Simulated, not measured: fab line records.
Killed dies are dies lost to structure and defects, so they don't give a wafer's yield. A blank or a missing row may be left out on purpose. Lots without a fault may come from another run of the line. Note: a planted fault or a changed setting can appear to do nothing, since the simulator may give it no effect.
fab line records	flow n5-finfet
[record] lots = 7	wafers = 21
route steps=1938 shown BEOL_M9@1419 BEOL_M10@1480 BEOL_M11@1536 BEOL_M12@1649 BEOL_M13@1713
start-h: hours from the record's first day to the start of the lot's first wafer shown	wait-h: time in hours since the lot's previous step	" identical to the entry in the row above	L1.1+2: a row that stands for several wafers	- no value present, or no start provided	* or withheld: withheld	< > ~ a bound
route shown NAME@n: a module of which the file shows steps, and the number in the route of the first	usual: the fault-free wafers' mean and standard deviation	same: alike in all rows	chamber/n: place in a boat	sites: readings site by site	_std_site: the values' standard deviation	_edge_site: outer sites' mean less inner sites'	radius-mm: how far each site lies from the wafer's centre	mask NAME#n: copy n	behind: the most recent tool/chamber to have shaped the wafer	hold: why the lot was held/for how many hours/how that ended	device: transistor that didn't switch, given as n, p or np	end of line: the tests these same wafers got at the end of their route	a step with no rows: only its recipe	killed: the dies lost at the first sort to structure and to defects; this is not the yield of the wafer	map: the dies of a wafer, with x for killed, . for not killed, _ for no die there
set.NAME: the setting as run; set.NAME@STEP: as run at that earlier step	model.NAME: the simulator's own value behind a step, which no gauge read
lots where settings were altered on purpose, with a table for each step and a row for each wafer
[[steps]]
[step N5_BEOL_M9_ETCH_62]
[recipe] chemistry = N2/H2	target = SOC	target-depth-a = 1100	overetch-a = 220	mask-material = SiARC	temp-c = 40	time-s = 165	ion-energy-ev = 200	pressure-mtorr = 30	source-w = 840	bias-w = 150	n2-flow-sccm = 200	h2-flow-sccm = 200
lot.wafer	tool	chamber	start-h	wait-h	set.time-s	model.SiARC_of_BEOL_M9_COAT_60.thk-nm
L076.3	rie-diel-02	0	235.61	0.0	165	23.2
L076.4	"	3	"	"	151.5	24
L076.6	"	1	"	"	151.5	24.4
L081.1+2+4	rie-diel-04	2,0,1	239.37	0.0	165	23.6
L080.1	rie-diel-02	0	242.51	0.0	193.7	22.2
L080.3	"	2	"	"	193.7	22.6
L080.5	"	2	"	"	165	23.8
L084.2	rie-diel-02	0	267.34	0.0	150	24
L084.3+4	"	2	"	"	150	24.4
L085.1+2	rie-diel-06	2,1	276.98	0.0	154.2	24
L085.4	"	1	"	"	165	23.6
L093.2+3	rie-diel-06	3,0	317.19	0.0	165	23.6
L093.5	"	2	"	"	165	23.4
L095.1	rie-diel-02	3	332.08	0.0	190.8	22.6
L095.2	"	0	"	"	190.8	22.4
L095.5	"	2	"	"	190.8	22.8
[step N5_BEOL_M9_COAT_64]
[recipe] resist = SiARC	temp-c = 220	time-s = 60	spin-rpm = 1500	resist-thk-nm = 12
lot.wafer	tool	chamber	start-h	wait-h	set.spin-rpm	model.SiARC_of_BEOL_M9_COAT_64.thk-nm
L076.3+4+6	litho-track-04	0	-	-	1500	12
L081.1+2+4	litho-track-03	0	-	-	1500	12
L080.1+3+5	litho-track-01	0	-	-	1500	12
L084.2+3	litho-track-01	0	-	-	1365	12.6
L084.4	"	0	"	"	1500	12
L085.1+2+4	litho-track-01	0	-	-	1566	11.8
L093.2+3+5	litho-track-01	0	-	-	1500	12
L095.1+2	litho-track-04	0	-	-	1618	11.6
L095.5	"	0	"	"	1500	12
[step N5_BEOL_M9_COAT_75]
[recipe] resist = underlayer	temp-c = 205	time-s = 60	spin-rpm = 1500	resist-thk-nm = 5
[step N5_BEOL_M9_COAT_22]
[recipe] resist = CAR-EUV	spin-rpm = 1500	resist-thk-nm = 30
[step N5_BEOL_M9_DESCUM_33]
[recipe] chemistry = O2	time-s = 7	source-power-w = 50	bias-power-w = 20	pressure-mtorr = 20	rf-frequency-hz = 2.712e+07	temp-c = 40	resist = CAR-EUV	o2-flow-sccm = 225
[step N5_BEOL_M9_ETCH_76]
[recipe] chemistry = N2/H2	target = underlayer	target-depth-a = 65	mask-material = CAR-EUV	time-s = 5.2	ion-energy-ev = 200	pressure-mtorr = 30	source-w = 840	bias-w = 150	n2-flow-sccm = 200	h2-flow-sccm = 200	ends = cleared
[step N5_BEOL_M9_ETCH_65]
[recipe] chemistry = CF4	target = SiARC	target-depth-a = 156	mask-material = CAR-EUV	time-s = 26	ion-energy-ev = 80	pressure-mtorr = 40	source-w = 545	bias-w = 36	Ar_flow_sccm = 100	cf4-flow-sccm = 100	ends = cleared
lot.wafer	tool	chamber	start-h	wait-h	set.spin-rpm@BEOL_M9_COAT_64	model.etch.depth-nm
L076.3	rie-diel-04	2	237.65	0.0	1500	12.03
L076.4	"	3	"	"	1500	12.02
L076.6	"	2	"	"	1500	11.98
L081.1+2	rie-diel-02	2,1	241.00	0.0	1500	12.02
L081.4	"	0	"	"	1500	12
L080.1+3+5	rie-diel-06	1,2,1	244.79	0.0	1500	12
L084.2	rie-diel-02	0	268.89	0.0	1365	12.66
L084.3	"	2	"	"	1365	12.61
L084.4	"	1	"	"	1500	12.03
L085.1	rie-diel-06	1	279.50	0.0	1566	11.74
L085.2	"	3	"	"	1566	11.78
L085.4	"	2	"	"	1566	11.75
L093.2+3+5	rie-diel-04	2,3,2	318.28	0.0	1500	11.97
L095.1	rie-diel-04	3	333.81	0.0	1618	11.54
L095.2	"	2	"	"	1618	11.57
L095.5	"	0	"	"	1500	12.01
[step N5_BEOL_M10_EXPOSE_08]
[recipe] mask-id = M10	na = 1.35	source-shape = dipole	sigma-inner = 0.411	sigma-outer = 0.611	polarization = te	dose-mj = 53.75
lot.wafer	tool	chamber	start-h	wait-h	mask	set.dose-mj
L076.3+4	arfi-scanner-03	0	242.25	-	M10#0	53.75
L076.6	"	0	"	"	M10#0	52.13
L081.1+2+4	arfi-scanner-03	0	245.79	-	M10#0	53.75
L080.1	arfi-scanner-03	0	250.14	-	M10#0	53.75
L080.3+5	"	0	"	"	M10#0	56.51
L084.2+4	arfi-scanner-03	0	276.28	-	M10#0	53.75
L084.3	"	0	"	"	M10#0	56.67
L085.1+2	arfi-scanner-02	0	283.82	-	M10#0	51.91
L085.4	"	0	"	"	M10#0	53.75
L093.2+3	arfi-scanner-03	0	322.91	-	M10#0	52.16
L093.5	"	0	"	"	M10#0	53.75
L095.1+2	arfi-scanner-03	0	338.25	-	M10#0	53.75
L095.5	"	0	"	"	M10#0	52.59
[step N5_BEOL_M10_PEB_09]
[recipe] peb-temp-c = withheld	peb-time-s = 60	resist = CAR-ArF
[step N5_BEOL_M10_DEVELOP_10]
[recipe] develop-time-s = 30	developer = TMAH	resist = CAR-ArF	rinse-liquid = diw	dry = air-spin	dev-temp-c = 23
[step N5_BEOL_M10_CD_MEAS_11]
[recipe] target-cd-nm = 64.1	landing-energy-ev = 500	detector = se-inlens	polarity = opening
[usual] cd-nm = 63.4/0.67
lot.wafer	tool	chamber	start-h	wait-h	set.dose-mj@BEOL_M10_EXPOSE_08	cd-nm
L076.3	cd-sem-02	0	242.37	-	53.75	63.4
L076.4	"	0	"	"	53.75	62.5
L076.6	"	0	"	"	52.13	60.8
L081.1	cd-sem-01	0	245.92	-	53.75	62.4
L081.2	"	0	"	"	53.75	63.0
L081.4	"	0	"	"	53.75	63.0
L080.1	cd-sem-02	0	250.26	-	53.75	64.0
L080.3	"	0	"	"	56.51	65.7
L080.5	"	0	"	"	56.51	66.1
L084.2	cd-sem-01	0	276.40	-	53.75	63.3
L084.3	"	0	"	"	56.67	66.6
L084.4	"	0	"	"	53.75	63.2
L085.1	cd-sem-01	0	283.94	-	51.91	61.4
L085.2	"	0	"	"	51.91	60.5
L085.4	"	0	"	"	53.75	63.1
L093.2	cd-sem-03	0	323.03	-	52.16	62.3
L093.3	"	0	"	"	52.16	62.4
L093.5	"	0	"	"	53.75	62.7
L095.1	cd-sem-03	0	338.37	-	53.75	64.3
L095.2	"	0	"	"	53.75	63.5
L095.5	"	0	"	"	52.59	62.2
[step N5_BEOL_M10_DESCUM_16]
[recipe] chemistry = O2	time-s = 7.9	source-power-w = 50	bias-power-w = 20	pressure-mtorr = 20	rf-frequency-hz = 2.712e+07	temp-c = 40	resist = CAR-ArF	o2-flow-sccm = 225
[step N5_BEOL_M10_ETCH_61]
[recipe] chemistry = CF4	target = SiARC	target-depth-a = 390	mask-material = CAR-ArF	time-s = 65	ion-energy-ev = 80	pressure-mtorr = 40	source-w = 545	bias-w = 36	Ar_flow_sccm = 100	cf4-flow-sccm = 100	ends = cleared
lot.wafer	tool	chamber	start-h	wait-h	set.dose-mj@BEOL_M10_EXPOSE_08	model.BEOL_M10.cd-offset-nm
L076.3	rie-diel-01	0	242.68	0.0	53.75	-0.4
L076.4	"	3	"	"	53.75	-1.4
L076.6	"	0	"	"	52.13	-3.2
L081.1	rie-diel-05	1	247.29	0.0	53.75	-1.6
L081.2	"	3	"	"	53.75	-1
L081.4	"	2	"	"	53.75	-0.6
L080.1	rie-diel-05	3	250.72	0.0	53.75	-0.2
L080.3	"	1	"	"	56.51	1.8
L080.5	"	2	"	"	56.51	2.4
L084.2+4	rie-diel-03	2,3	276.74	0.0	53.75	-1
L084.3	"	0	"	"	56.67	2.4
L085.1	rie-diel-01	2	284.45	0.0	51.91	-2.6
L085.2	"	3	"	"	51.91	-3.2
L085.4	"	1	"	"	53.75	-1
L093.2	rie-diel-03	0	323.16	0.0	52.16	-1.6
L093.3	"	1	"	"	52.16	-1.4
L093.5	"	2	"	"	53.75	-1.2
L095.1	rie-diel-03	1	338.54	0.0	53.75	0.4
L095.2	"	0	"	"	53.75	-0.6
L095.5	"	3	"	"	52.59	-2.4
[step N5_BEOL_M10_ETCH_62]
[recipe] chemistry = N2/H2	target = SOC	target-depth-a = 1100	overetch-a = 220	mask-material = SiARC	temp-c = 40	time-s = 165	ion-energy-ev = 200	pressure-mtorr = 30	source-w = 840	bias-w = 150	n2-flow-sccm = 200	h2-flow-sccm = 200
lot.wafer	tool	chamber	start-h	wait-h	set.dose-mj@BEOL_M10_EXPOSE_08	model.BEOL_M10.cd-offset-nm
L076.3	rie-diel-01	0	242.73	0.0	53.75	-0.4
L076.4	"	3	"	"	53.75	-1.4
L076.6	"	0	"	"	52.13	-3.2
L081.1	rie-diel-05	1	247.34	0.0	53.75	-1.6
L081.2	"	3	"	"	53.75	-1.2
L081.4	"	2	"	"	53.75	-1
L080.1	rie-diel-05	3	250.77	0.0	53.75	-0.6
L080.3	"	1	"	"	56.51	1.8
L080.5	"	2	"	"	56.51	2
L084.2	rie-diel-03	2	276.79	0.0	53.75	-0.8
L084.3	"	0	"	"	56.67	2.6
L084.4	"	3	"	"	53.75	-1
L085.1	rie-diel-01	2	284.50	0.0	51.91	-2.2
L085.2	"	3	"	"	51.91	-2.8
L085.4	"	1	"	"	53.75	-0.8
L093.2	rie-diel-03	0	323.21	0.0	52.16	-1.6
L093.3	"	1	"	"	52.16	-1.4
L093.5	"	2	"	"	53.75	-1.2
L095.1	rie-diel-03	1	338.59	0.0	53.75	0.6
L095.2	"	0	"	"	53.75	-0.2
L095.5	"	3	"	"	52.59	-2.4
[step N5_BEOL_M10_STRIP_68]
[recipe] chemistry = N2/H2	temp-c = 40	n2-flow-sccm = 200	h2-flow-sccm = 200	rf-frequency-hz = 6e+07
[step N5_BEOL_M10_STRIP_67]
[recipe] chemistry = CF4	resist = SiARC	power-w = 300	bias-power-w = 75	pressure-mtorr = 50	cf4-flow-sccm = 150	rf-frequency-hz = 6e+07
[step N5_BEOL_M10_HM_OPEN_17]
[recipe] chemistry = Cl2/BCl3	target-depth-a = 200	overetch-a = 60	target = TiN	mask-material = SOC	ion-energy-ev = 150	pressure-mtorr = 10	icp-w = 1000	bias-w = 126	Cl2_flow_sccm = 53.25	bcl3-flow-sccm = 21.75	Ar_flow_sccm = 25
[step N5_BEOL_M10_STRIP_19]
[recipe] chemistry = O2	power-w = 400	temp-c = 40	pressure-mtorr = 30	rf-frequency-hz = 6e+07	bias-power-w = 0	overash-fraction = 0.2	o2-flow-sccm = 225
[step N5_BEOL_M10_CD_MEAS_18]
[recipe] pitch-nm = 140	target-cd-nm = 70
[usual] cd-nm = 69.3/0.75
lot.wafer	tool	chamber	start-h	wait-h	set.dose-mj@BEOL_M10_EXPOSE_08	cd-nm
L076.3	cd-sem-03	-	243.20	0.1	53.75	69.6
L076.4	"	-	"	"	53.75	68.7
L076.6	"	-	"	"	52.13	66.7
L081.1	cd-sem-02	-	247.76	0.1	53.75	68.5
L081.2	"	-	"	"	53.75	68.4
L081.4	"	-	"	"	53.75	68.8
L080.1	cd-sem-01	-	251.26	0.0	53.75	69.4
L080.3	"	-	"	"	56.51	71.7
L080.5	"	-	"	"	56.51	71.7
L084.2	cd-sem-02	-	277.16	0.1	53.75	69.5
L084.3	"	-	"	"	56.67	72.1
L084.4	"	-	"	"	53.75	69.1
L085.1	cd-sem-01	-	284.87	0.0	51.91	67.5
L085.2	"	-	"	"	51.91	67.1
L085.4	"	-	"	"	53.75	69.1
L093.2	cd-sem-01	-	323.59	0.1	52.16	68.1
L093.3	"	-	"	"	52.16	68.5
L093.5	"	-	"	"	53.75	68.3
L095.1	cd-sem-02	-	338.99	0.0	53.75	70.9
L095.2	"	-	"	"	53.75	69.3
L095.5	"	-	"	"	52.59	67.7
[step N5_BEOL_M10_COAT_63]
[recipe] resist = SOC	temp-c = 250	time-s = 60	spin-rpm = 1500	resist-thk-nm = 100
[step N5_BEOL_M10_COAT_64]
[recipe] resist = SiARC	temp-c = 220	time-s = 60	spin-rpm = 1500	resist-thk-nm = 30
[step N5_BEOL_M10_PRECLEAN_42]
[recipe] chemistry = residue-remover	time-s = 60	temp-c = 40
[step N5_BEOL_M10_SRD_43]
[recipe] time-s = 30	temp-c = 23	rinse-liquid = diw	dry = ipa-marangoni
[step N5_BEOL_M10_CD_MEAS_35]
[recipe] target-cd-nm = 70	polarity = opening
[usual] cd-nm = 69.3/0.8
lot.wafer	tool	chamber	start-h	wait-h	set.dose-mj@BEOL_M10_EXPOSE_08	cd-nm
L076.3	cd-sem-02	-	247.89	0.0	53.75	69.5
L076.4	"	-	"	"	53.75	68.1
L076.6	"	-	"	"	52.13	66.9
L081.1	cd-sem-02	-	249.93	0.0	53.75	68.5
L081.2	"	-	"	"	53.75	69.0
L081.4	"	-	"	"	53.75	68.8
L080.1	cd-sem-02	-	253.27	0.0	53.75	69.5
L080.3	"	-	"	"	56.51	71.6
L080.5	"	-	"	"	56.51	71.5
L084.2	cd-sem-03	-	278.65	0.0	53.75	68.9
L084.3	"	-	"	"	56.67	72.5
L084.4	"	-	"	"	53.75	69.0
L085.1	cd-sem-01	-	286.55	0.0	51.91	67.6
L085.2	"	-	"	"	51.91	66.8
L085.4	"	-	"	"	53.75	69.5
L093.2	cd-sem-01	-	325.42	0.0	52.16	69.0
L093.3	"	-	"	"	52.16	68.7
L093.5	"	-	"	"	53.75	68.9
L095.1	cd-sem-02	-	340.44	0.0	53.75	70.5
L095.2	"	-	"	"	53.75	69.4
L095.5	"	-	"	"	52.59	68.1
[step N5_BEOL_M11_ILD_DEP_00]
[recipe] material = SiCOH_lowk	target-thk-a = 3085.1	temp-c = 300	precursor = DEMS/porogen	pressure-torr = 5	rf-w = 500	time-s = 58
lot.wafer	tool	chamber	start-h	wait-h	set.time-s	model.SiCOH_lowk_of_BEOL_M11_ILD_DEP_00.thk-nm
L076.3	pecvd-02	1	251.35	0.0	58	302.8
L076.4	"	2	"	"	62.79	338.8
L076.6	"	1	"	"	62.79	330
L081.1	pecvd-01	2	254.27	0.0	58	308.2
L081.2	"	0	"	"	58	306.8
L081.4	"	2	"	"	58	315.8
L080.1	pecvd-03	2	256.16	0.0	52.05	281.2
L080.3	"	1	"	"	52.05	277.4
L080.5	"	0	"	"	52.05	277.2
L084.2	pecvd-03	1	281.92	0.0	53.43	288.6
L084.3	"	0	"	"	53.43	283.4
L084.4	"	2	"	"	58	319
L085.1	pecvd-02	0	289.60	0.0	58	306.2
L085.2	"	1	"	"	58	303.4
L085.4	"	1	"	"	58	310.6
L093.2	pecvd-03	1	328.47	0.0	58	309.8
L093.3	"	0	"	"	61.33	319.8
L093.5	"	2	"	"	58	313.2
L095.1	pecvd-03	0	342.97	0.0	50.69	270
L095.2	"	1	"	"	58	311
L095.5	"	2	"	"	58	317.4
[step N5_BEOL_M11_CURE_71]
[recipe] temp-c = 385	time-s = 240	ambient = He/Ar	material = SiCOH_lowk
lot.wafer	tool	chamber	start-h	wait-h	set.time-s@BEOL_M11_ILD_DEP_00	model.SiCOH_lowk_of_BEOL_M11_ILD_DEP_00.thk-nm
L076.3	uv-cure-03	1	251.75	0.4	58	263
L076.4	"	1	"	"	62.79	294.8
L076.6	"	1	"	"	62.79	287
L081.1	uv-cure-02	0	254.34	0.0	58	267.6
L081.2	"	0	"	"	58	266.6
L081.4	"	0	"	"	58	274.4
L080.1	uv-cure-03	0	256.24	0.0	52.05	244
L080.3	"	0	"	"	52.05	240.6
L080.5	"	0	"	"	52.05	240.4
L084.2	uv-cure-02	0	282.08	0.1	53.43	250.4
L084.3	"	0	"	"	53.43	245.8
L084.4	"	0	"	"	58	277.2
L085.1	uv-cure-01	0	289.68	0.1	58	266
L085.2	"	0	"	"	58	263.4
L085.4	"	0	"	"	58	269.8
L093.2	uv-cure-03	1	328.63	0.1	58	269.2
L093.3	"	1	"	"	61.33	278
L093.5	"	1	"	"	58	272
L095.1	uv-cure-01	0	343.05	0.0	50.69	234
L095.2	"	0	"	"	58	270.2
L095.5	"	0	"	"	58	275.8
[step N5_BEOL_M11_THK_MEAS_01]
[recipe] reads = SiCOH_lowk_of_BEOL_M11_ILD_DEP_00
[usual] M11_ILD_THK = 269/3.8
lot.wafer	tool	chamber	start-h	wait-h	set.time-s@BEOL_M11_ILD_DEP_00	M11_ILD_THK[nm]
L076.3	film-metro-01	-	252.42	0.5	58	263
L076.4	"	-	"	"	62.79	295
L076.6	"	-	"	"	62.79	287
L081.1	film-metro-01	-	254.86	0.4	58	268
L081.2	"	-	"	"	58	267
L081.4	"	-	"	"	58	275
L080.1	film-metro-02	-	256.75	0.4	52.05	244
L080.3	"	-	"	"	52.05	241
L080.5	"	-	"	"	52.05	240
L084.2	film-metro-02	-	282.51	0.4	53.43	250
L084.3	"	-	"	"	53.43	246
L084.4	"	-	"	"	58	277
L085.1	film-metro-02	-	290.68	0.8	58	266
L085.2	"	-	"	"	58	264
L085.4	"	-	"	"	58	270
L093.2	film-metro-02	-	329.08	0.4	58	269
L093.3	"	-	"	"	61.33	278
L093.5	"	-	"	"	58	272
L095.1	film-metro-01	-	343.56	0.4	50.69	234
L095.2	"	-	"	"	58	270
L095.5	"	-	"	"	58	276
[step N5_BEOL_M11_VIA_ETCH_34]
[recipe] chemistry = C4F6/O2	target = SiCOH_lowk	target-depth-a = 1845	mask-material = SOC	taper-deg = 4	time-s = 69.2	ion-energy-ev = 250	pressure-mtorr = 30	source-w = 345	bias-w = 185	Ar_flow_sccm = 300	C4F6_flow_sccm = 10	O2_flow_sccm = 10
lot.wafer	tool	chamber	start-h	wait-h	set.time-s	model.etch.depth-nm	model.SOC_of_BEOL_M11_COAT_63.thk-nm
L076.3	rie-diel-02	2	255.49	0.0	69.2	180.6	92.2
L076.4	"	0	"	"	69.2	188.2	91.8
L076.6	"	1	"	"	69.2	184.7	91.8
L081.1	rie-diel-06	3	257.72	0.0	69.2	181.5	91.8
L081.2	"	1	"	"	69.2	184.7	92
L081.4	"	2	"	"	69.2	183.2	91.6
L080.1	rie-diel-02	1	259.75	0.0	83.52	224.1	90.2
L080.3	"	2	"	"	69.2	181.4	92
L080.5	"	2	"	"	83.52	219.4	90.8
L084.2	rie-diel-04	0	286.13	0.0	69.2	182.7	92.4
L084.3	"	1	"	"	69.2	182.3	92.2
L084.4	"	2	"	"	61.03	161.4	93
L085.1	rie-diel-02	2	296.94	0.0	69.2	180.6	92
L085.2	"	1	"	"	62.51	168.2	92.2
L085.4	"	0	"	"	69.2	186.6	91.4
L093.2	rie-diel-06	3	334.19	0.0	69.2	181.5	92.2
L093.3	"	0	"	"	69.2	178.6	92.4
L093.5	"	0	"	"	69.2	179.7	92.2
L095.1	rie-diel-06	1	347.04	0.0	69.2	185.5	92
L095.2	"	3	"	"	69.2	182.2	91.6
L095.5	"	1	"	"	73.18	194.4	91.4
[step N5_BEOL_M11_ETCH_41]
[recipe] chemistry = CH3F/O2	target = SiCN	target-depth-a = 426	taper-deg = 2	time-s = 86	ion-energy-ev = 120	mask-material = TiN	pressure-mtorr = 30	source-w = 395	bias-w = 75	Ar_flow_sccm = 150	CH3F_flow_sccm = 30	O2_flow_sccm = 20
lot.wafer	tool	chamber	start-h	wait-h	set.time-s	model.etch.depth-nm
L076.3	rie-diel-02	2	-	-	86	31.8
L076.4	"	0	"	"	96.07	37.11
L076.6	"	1	"	"	86	32.42
L081.1	rie-diel-06	3	-	-	86	31.7
L081.2	"	1	"	"	86	32.21
L081.4	"	2	"	"	86	31.8
L080.1	rie-diel-02	1	-	-	67.8	25.83
L080.3	"	2	"	"	86	32.02
L080.5	"	2	"	"	67.8	25.16
L084.2	rie-diel-04	0	-	-	86	32.21
L084.3	"	1	"	"	73.6	27.72
L084.4	"	2	"	"	86	32.38
L085.1	rie-diel-02	2	-	-	86	31.52
L085.2	"	1	"	"	86	32.73
L085.4	"	0	"	"	86	32.37
L093.2	rie-diel-06	3	-	-	91.29	33.6
L093.3	"	0	"	"	86	31.62
L093.5	"	0	"	"	86	31.57
L095.1	rie-diel-06	1	-	-	86	32.57
L095.2	"	3	"	"	86	32.19
L095.5	"	1	"	"	86	32.7
[step N5_BEOL_M12_SPUTTER_44]
[recipe] material = Ta	target-thk-a = 100	temp-c = 50	bias-v = 80	power-w = 15000	chamber-pressure-pa = 0.07	time-s = 16.13
lot.wafer	tool	chamber	start-h	wait-h	set.time-s	model.Ta_of_BEOL_M12_SPUTTER_44.thk-nm
L076.3	pvd-sputter-03	-	261.88	0.0	16.13	9.8
L076.4	"	-	"	"	16.13	10
L076.6	"	-	"	"	16.76	10.2
L080.1	pvd-sputter-01	-	270.76	0.0	18.33	11.2
L080.3	"	-	"	"	16.13	10
L080.5	"	-	"	"	16.13	9.8
L081.1	pvd-sputter-03	-	273.00	0.0	16.13	10
L081.2	"	-	"	"	16.13	9.8
L081.4	"	-	"	"	16.13	10.2
L084.2+3	pvd-sputter-01	-	294.47	0.0	14.6	9.2
L084.4	"	-	"	"	14.6	9.4
L085.1	pvd-sputter-02	-	308.90	0.0	14.83	9.4
L085.2	"	-	"	"	14.83	9.2
L085.4	"	-	"	"	16.13	10.2
L093.2+5	pvd-sputter-03	-	341.30	0.0	16.85	10.6
L093.3	"	-	"	"	16.13	10.2
L095.1+5	pvd-sputter-01	-	355.72	0.0	16.13	10
L095.2	"	-	"	"	17.44	11
[step N5_BEOL_M13_DEP_53]
[recipe] material = SiCN	target-thk-a = 500	temp-c = withheld	precursor = 3MS/NH3	pressure-torr = 3	rf-w = 675	time-s = 17.8
lot.wafer	tool	chamber	start-h	wait-h	set.time-s	model.SiCN_of_BEOL_M13_DEP_53.thk-nm
L076.3	pecvd-03	2	268.44	0.0	17.8	50
L076.4	"	1	"	"	16	44.4
L076.6	"	2	"	"	17.8	50.4
L080.1	pecvd-04	2	278.89	0.0	17.8	50.2
L080.3	"	1	"	"	17.8	49.8
L080.5	"	2	"	"	18.54	53.2
L081.1	pecvd-03	1	279.00	0.0	17.8	49.4
L081.2	"	2	"	"	17.8	50.4
L081.4	"	1	"	"	17.8	49.8
L084.2	pecvd-04	1	300.26	0.0	17.8	49.6
L084.3	"	2	"	"	15.18	42.6
L084.4	"	2	"	"	15.18	42.8
L085.1	pecvd-03	0	315.24	0.0	17.8	50
L085.2	"	1	"	"	18.75	52
L085.4	"	0	"	"	18.75	53.6
L093.2	pecvd-03	1	346.96	0.0	17.13	46.8
L093.3	"	0	"	"	17.8	49.2
L093.5	"	1	"	"	17.8	49.8
L095.1	pecvd-04	2	364.12	0.0	19.31	53.6
L095.2	"	0	"	"	17.8	49
L095.5	"	2	"	"	17.8	50.8
[[key]]
[split] step = N5_BEOL_M9_ETCH_62	setting = time-s	stated = 165	by = wafer
[response] step = N5_BEOL_M9_ETCH_62	reading = model.SiARC_of_BEOL_M9_COAT_60.thk-nm	change = -0.0853	per = 1%	r = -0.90
[split] step = N5_BEOL_M9_COAT_64	setting = spin-rpm	stated = 1500	by = wafer
[response] step = N5_BEOL_M9_COAT_64	reading = model.SiARC_of_BEOL_M9_COAT_64.thk-nm	change = -0.0598	per = 1%	r = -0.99
[response] step = N5_BEOL_M9_ETCH_65	reading = model.etch.depth-nm	change = -0.0631	per = 1%	r = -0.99
[split] step = N5_BEOL_M10_EXPOSE_08	setting = dose-mj	stated = 53.75	by = wafer
[response] step = N5_BEOL_M10_CD_MEAS_11	reading = cd-nm	change = +0.515	per = 1%	r = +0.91
[response] step = N5_BEOL_M10_ETCH_61	reading = model.BEOL_M10.cd-offset-nm	change = +0.55	per = 1%	r = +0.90
[response] step = N5_BEOL_M10_ETCH_62	reading = model.BEOL_M10.cd-offset-nm	change = +0.567	per = 1%	r = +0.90
[response] step = N5_BEOL_M10_CD_MEAS_18	reading = cd-nm	change = +0.508	per = 1%	r = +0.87
[response] step = N5_BEOL_M10_CD_MEAS_35	reading = cd-nm	change = +0.527	per = 1%	r = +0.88
[split] step = N5_BEOL_M11_ILD_DEP_00	setting = time-s	stated = 58	by = wafer
[response] step = N5_BEOL_M11_ILD_DEP_00	reading = model.SiCOH_lowk_of_BEOL_M11_ILD_DEP_00.thk-nm	change = +3.49	per = 1%	r = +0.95
[response] step = N5_BEOL_M11_CURE_71	reading = model.SiCOH_lowk_of_BEOL_M11_ILD_DEP_00.thk-nm	change = +3.09	per = 1%	r = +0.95
[response] step = N5_BEOL_M11_THK_MEAS_01	reading = M11_ILD_THK	change = +3.09	per = 1%	r = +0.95
[split] step = N5_BEOL_M11_VIA_ETCH_34	setting = time-s	stated = 69.2	by = wafer
[response] step = N5_BEOL_M11_VIA_ETCH_34	reading = model.etch.depth-nm	change = +1.87	per = 1%	r = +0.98
[response] step = N5_BEOL_M11_VIA_ETCH_34	reading = model.SOC_of_BEOL_M11_COAT_63.thk-nm	change = -0.0669	per = 1%	r = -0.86
[split] step = N5_BEOL_M11_ETCH_41	setting = time-s	stated = 86	by = wafer
[response] step = N5_BEOL_M11_ETCH_41	reading = model.etch.depth-nm	change = +0.331	per = 1%	r = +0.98
[split] step = N5_BEOL_M12_SPUTTER_44	setting = time-s	stated = 16.13	by = wafer
[response] step = N5_BEOL_M12_SPUTTER_44	reading = model.Ta_of_BEOL_M12_SPUTTER_44.thk-nm	change = +0.102	per = 1%	r = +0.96
[split] step = N5_BEOL_M13_DEP_53	setting = time-s	stated = 17.8	by = wafer
[response] step = N5_BEOL_M13_DEP_53	reading = model.SiCN_of_BEOL_M13_DEP_53.thk-nm	change = +0.51	per = 1%	r = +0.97
